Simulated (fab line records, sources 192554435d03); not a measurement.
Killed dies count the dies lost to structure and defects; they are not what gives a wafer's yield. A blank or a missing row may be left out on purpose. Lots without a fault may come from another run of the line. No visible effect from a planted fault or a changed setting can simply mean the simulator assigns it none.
Lot-split experiment :: flow n5Finfet :: 21 wafers read from 7 lots, route of 1938 steps

THE SPLIT ITSELF
At N5_PASSIVATION_EXPOSE_27 (exposes mask PAD, defocus 0 nm), the setting doseMj was moved away from the recipe's 32.3 on 5 of the 21 wafers read, by -6.9% to -2.7%. For the rest of the wafers, this setting stayed at what the recipe calls for.

FROM THE SPLIT TO THE READING: what the file shows between them, 3 steps
- N5_PASSIVATION_PEB_28
- N5_PASSIVATION_DEVELOP_29: develop time 60 s
- N5_PASSIVATION_HARDBAKE_31: time 120 s

THE READING
cdNm at N5_PASSIVATION_CD_MEAS_30, given in nm (cd target 4000 nm). A value of 4000.9 nm with a standard deviation of 1.8 nm is what fault-free wafers of this fab line usually give.

wafer: L082.1
tool, chamber at the split: krfScanner-01, 0
doseMj as run: 32.3
against the recipe: recipe
cdNm, nm: 4004.4
against lot-mates on the recipe: -

wafer: L082.2
tool, chamber at the split: krfScanner-01, 0
doseMj as run: 30.76
against the recipe: -4.8%
cdNm, nm: 3991.9
against lot-mates on the recipe: -10.2

wafer: L082.3
tool, chamber at the split: krfScanner-01, 0
doseMj as run: 32.3
against the recipe: recipe
cdNm, nm: 3999.9
against lot-mates on the recipe: -

wafer: L083.4
tool, chamber at the split: krfScanner-02, 0
doseMj as run: 32.3
against the recipe: recipe
cdNm, nm: 4000.4
against lot-mates on the recipe: -

wafer: L083.5
tool, chamber at the split: krfScanner-02, 0
doseMj as run: 32.3
against the recipe: recipe
cdNm, nm: 3998.8
against lot-mates on the recipe: -

wafer: L083.6
tool, chamber at the split: krfScanner-02, 0
doseMj as run: 32.3
against the recipe: recipe
cdNm, nm: 4001.9
against lot-mates on the recipe: -

wafer: L087.2
tool, chamber at the split: krfScanner-02, 0
doseMj as run: 32.3
against the recipe: recipe
cdNm, nm: 4000.7
against lot-mates on the recipe: -

wafer: L087.5
tool, chamber at the split: krfScanner-02, 0
doseMj as run: 32.3
against the recipe: recipe
cdNm, nm: 3999.7
against lot-mates on the recipe: -

wafer: L087.6
tool, chamber at the split: krfScanner-02, 0
doseMj as run: 32.3
against the recipe: recipe
cdNm, nm: 3999.8
against lot-mates on the recipe: -

wafer: L088.2
tool, chamber at the split: krfScanner-02, 0
doseMj as run: 30.08
against the recipe: -6.9%
cdNm, nm: 3988.0
against lot-mates on the recipe: -13.8

wafer: L088.5
tool, chamber at the split: krfScanner-02, 0
doseMj as run: 32.3
against the recipe: recipe
cdNm, nm: 4001.8
against lot-mates on the recipe: -

wafer: L088.6
tool, chamber at the split: krfScanner-02, 0
doseMj as run: 30.08
against the recipe: -6.9%
cdNm, nm: 3992.4
against lot-mates on the recipe: -9.4

wafer: L089.1
tool, chamber at the split: krfScanner-02, 0
doseMj as run: 31.44
against the recipe: -2.7%
cdNm, nm: 3998.0
against lot-mates on the recipe: -5.3

wafer: L089.5
tool, chamber at the split: krfScanner-02, 0
doseMj as run: 32.3
against the recipe: recipe
cdNm, nm: 4002.7
against lot-mates on the recipe: -

wafer: L089.6
tool, chamber at the split: krfScanner-02, 0
doseMj as run: 32.3
against the recipe: recipe
cdNm, nm: 4003.9
against lot-mates on the recipe: -

wafer: L094.1
tool, chamber at the split: krfScanner-02, 0
doseMj as run: 31.36
against the recipe: -2.9%
cdNm, nm: 3996.9
against lot-mates on the recipe: -3.9

wafer: L094.4
tool, chamber at the split: krfScanner-02, 0
doseMj as run: 32.3
against the recipe: recipe
cdNm, nm: 3999.7
against lot-mates on the recipe: -

wafer: L094.5
tool, chamber at the split: krfScanner-02, 0
doseMj as run: 32.3
against the recipe: recipe
cdNm, nm: 4002.0
against lot-mates on the recipe: -

wafer: L093.1
tool, chamber at the split: krfScanner-02, 0
doseMj as run: 32.3
against the recipe: recipe
cdNm, nm: 4000.6
against lot-mates on the recipe: -

wafer: L093.3
tool, chamber at the split: krfScanner-02, 0
doseMj as run: 32.3
against the recipe: recipe
cdNm, nm: 4000.8
against lot-mates on the recipe: -

wafer: L093.5
tool, chamber at the split: krfScanner-02, 0
doseMj as run: 32.3
against the recipe: recipe
cdNm, nm: 3999.8
against lot-mates on the recipe: -

FIT RESULTS
A straight line over all 21 wafers: cdNm changes by +1.61 nm for each +1% of doseMj; r = +0.92; the points scatter about the line by 1.7 nm.
The same after taking each lot's own level away (the mean of its wafers on the recipe; 21 wafers): +1.76 nm for each +1%; r = +0.95; scatter 1.4 nm.
On that fit, the largest move of doseMj shifts the reading by 12 nm.
From 4000.07 to 4003.30 nm: that is the span of the lots' own levels, equal to 1.8 times the standard deviation above.
Consequently the slope shifts little with the lot-to-lot level, the two slopes agreeing.
Check: for one of the wafers moved furthest among these (-6.9%), held out of the fit, the line's prediction against its lot-mates is -11.2 nm. It came out at -13.8 nm against them.

THE OTHER SPLITS THESE WAFERS WENT THROUGH
Other splits were also applied to these wafers ahead of the reading. Each is held against what the fit with the lots' levels taken away leaves over:
other split on the same wafers: N5_BEOL_M13_EXPOSE_25 doseMj
wafers away from the commonest value: 7
r with cdNm (lot level and that fit taken away): +0.27

other split on the same wafers: N5_BEOL_M13_DESCUM_33 timeS
wafers away from the commonest value: 5
r with cdNm (lot level and that fit taken away): -0.02

other split on the same wafers: N5_BEOL_M14_DEP_53 timeS
wafers away from the commonest value: 7
r with cdNm (lot level and that fit taken away): -0.12

other split on the same wafers: N5_BEOL_M15_ILD_DEP_00 timeS
wafers away from the commonest value: 7
r with cdNm (lot level and that fit taken away): +0.08

other split on the same wafers: N5_PASSIVATION_PECVD_00 timeS
wafers away from the commonest value: 8
r with cdNm (lot level and that fit taken away): -0.04

THE FILE'S OWN FIT
cdNm changes by +1.81 nm for each +1% of doseMj, r = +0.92.
